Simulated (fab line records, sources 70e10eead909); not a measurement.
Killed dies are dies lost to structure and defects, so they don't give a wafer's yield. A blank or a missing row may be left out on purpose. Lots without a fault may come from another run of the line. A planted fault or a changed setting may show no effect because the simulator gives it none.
A struck lot beside a sound one | flow nand_harc | 40 steps out of a route of 1159
Sound: wafers L578.1, L578.2, L578.3. Struck: wafer L590.5. (L590.3, L590.6 of the same lot were not struck and are left out.) The cause comes at the end.
At each step with rows: each side's tool, then ch and its chambers, then its first start. Under that, the readings that differ: sound wafers | struck wafers | difference of the means | sigmas: that difference in standard deviations of wafers without a fault.
alike: readings whose means differ by less than 2 such deviations, and words and numbers that are the same on both sides. not compared: withheld readings, readings that some wafer has no value for, bounds like >300 that may hide the same value, and numbers for which the record gives no deviation and whose values overlap.
The two part at a step that has a row with sigmas, a row that says differs or no value, or rows on one side only. Numbers that don't overlap but have no deviation are shown without sigmas and don't part them. A reading that every wafer of one side lacks parts them only if that side has two wafers or more.

NHARC_A_CONTACT_INSPECT_10:
  sound on defect_inspect-01, day 16 15:24; struck on defect_inspect-01, day 19 15:40
  alike: raw_defect_count
then, 2 steps without rows for these wafers: NHARC_A_CONTACT_DESCUM_13 (chemistry O2, time 3 s); NHARC_A_CONTACT_ETCH_88 (etches the open film in CF4, target depth 39 nm, time 65 s).
NHARC_A_CONTACT_ETCH_89: etches the open film in N2/H2, target depth 260 nm, time 475.3 s.
  sound on rie_diel-10 ch 1,2,3; struck on rie_diel-10 ch 3
  alike: drypump_motor_current_A, oes_product_au, rf_vpp_V, showerhead_plenum_p_Torr, throttle_valve_pct
  not compared: rf_hours_counter_h
then, 2 steps without rows for these wafers: NHARC_A_CONTACT_ETCH_30 (etches the open film in CF4/CHF3, target depth 60.5 nm, time 30.2 s); NHARC_A_CONTACT_ETCH_31 (etches the open film in O2/COS, target depth 2000 nm, time 520 s).
NHARC_A_CONTACT_ETCH_134: etches the open film in C4F8/O2/Ar, time 140 s, target depth 700 nm.
  sound on har_cap_etch-02 ch 0,1, day 16 16:31; struck on har_cap_etch-02 ch 0, day 19 16:53
  not compared: rf_hours_counter_h
NHARC_A_CONTACT_ETCH_135: etches the open film in C4F8/O2/Ar, time 132 s, target depth 1287 nm.
  sound on har_cap_etch-02 ch 0,1, day 16 16:47; struck on har_cap_etch-02 ch 0, day 19 17:04
  not compared: rf_hours_counter_h
then, 3 steps without rows for these wafers: NHARC_A_CONTACT_ETCH_136 (etches the open film in C4F8/O2/Ar, time 132 s, target depth 1287 nm); NHARC_A_CONTACT_ETCH_137 (etches the open film in C4F8/O2/Ar, time 132 s, target depth 1287 nm); NHARC_A_CONTACT_ETCH_138 (etches the open film in C4F8/O2/Ar, time 132 s, target depth 1289 nm).
NHARC_A_CONTACT_ETCH_139: etches the open film in C4F8/O2/Ar, time 137 s, target depth 590 nm.
  sound on har_cap_etch-02 ch 0,1, day 16 17:16; struck on har_cap_etch-02 ch 0, day 19 17:35
  not compared: rf_hours_counter_h
NHARC_A_CONTACT_ETCH_92: etches the open film in CH3F/O2, target depth 40 nm, time 85.7 s.
  sound on rie_diel-03 ch 0,1,3, day 16 17:43; struck on rie_diel-10 ch 0, day 19 17:58
  alike: drypump_motor_current_A, oes_product_au, rf_vpp_V, showerhead_plenum_p_Torr, throttle_valve_pct
  not compared: rf_hours_counter_h
then, 1 step without rows for these wafers: NHARC_A_CONTACT_ETCH_98 (etches the open film in C4F6/O2, target depth 20 nm, time 10 s).
NHARC_A_CONTACT_CD_MEAS_15:
  sound on cd_sem-01, day 16 17:58; struck on cd_sem-02, day 19 18:11
  alike: cd_nm
then, 6 steps without rows for these wafers: NHARC_A_CONTACT_STRIP_107 (strips in N2/H2); NHARC_A_CONTACT_STRIP_108 (strips in CF4/CHF3); NHARC_A_CONTACT_STRIP_109 (strips in O2/COS); NHARC_A_CONTACT_ETCH_110 (etches the open film in CF4/O2, target depth 50 nm, overetch 5 nm, time 27.5 s); NHARC_A_CONTACT_STRIP_26 (strips in O2); NHARC_A_CONTACT_STRIP_27 (strips in post etch residue remover, time 600 s).
NHARC_A_CONTACT_ALD_18: deposits TiN, target thk 3 nm, pulse time 1 s, ald cycles 150.
  sound on ald_metal-02 ch 0,1,2, day 16 18:55; struck on ald_metal-03 ch 3, day 19 19:19
  alike: heater_power_w, precursor_pulse_height_rel
then, 13 steps without rows for these wafers: NHARC_A_CONTACT_CVD_19 (deposits W, target thk 300 nm, time 802 s); NHARC_A_CONTACT_CMP_20 (polishes, t overpolish 30 s, target thk 300 nm); NHARC_A_CONTACT_SRD_22; NHARC_A_BLC_DEHYDRATE_00 (time 120 s); NHARC_A_BLC_HMDS_01 (time 30 s); NHARC_A_BLC_COAT_02 (time 75 s); NHARC_A_BLC_COAT_03 (time 65 s); NHARC_A_BLC_COAT_04 (resist thk 90 nm); NHARC_A_BLC_SOFTBAKE_05 (time 55 s); NHARC_A_BLC_EBR_06; NHARC_A_BLC_EXPOSE_07 (exposes mask A BLC, target cd 100 nm); NHARC_A_BLC_PEB_08 (peb time 65 s); NHARC_A_BLC_DEVELOP_09 (develop time 35 s).
NHARC_A_BLC_CD_MEAS_10: target cd 100 nm.
  sound on cd_sem-02 ch 0, day 16 22:13; struck on cd_sem-03 ch 0, day 19 23:13
  alike: cd_nm
NHARC_A_BLC_OVL_MEAS_11:
  sound on overlay-02, day 16 22:19; struck on overlay-02, day 19 23:18
  reading           | sound       | struck | difference | sigmas
  overlay_y_nm (nm) | 0.1 1.0 0.6 | -0.9   | -1.5       | -2
  alike: overlay_x_nm
then, 2 steps without rows for these wafers: NHARC_A_BLC_DESCUM_15 (chemistry O2, time 3 s); NHARC_A_BLC_ETCH_16 (etches the open film in CF4, target depth 39 nm, time 65 s).
-- the record jumps here: 2 days lie between the struck wafers' starts before and after (it left off in module A_BLC and takes up again in module END, whose first step shown is number 1159 of the route) --
NHARC_END_SORT_01:
  the record has rows for the struck wafers here (prober-02 ch 0, day 22 11:04) and none for the sound ones

WHERE THEY PART
First at NHARC_A_BLC_OVL_MEAS_11; last, within this record, at NHARC_END_SORT_01.

WHY: what the simulator had put in
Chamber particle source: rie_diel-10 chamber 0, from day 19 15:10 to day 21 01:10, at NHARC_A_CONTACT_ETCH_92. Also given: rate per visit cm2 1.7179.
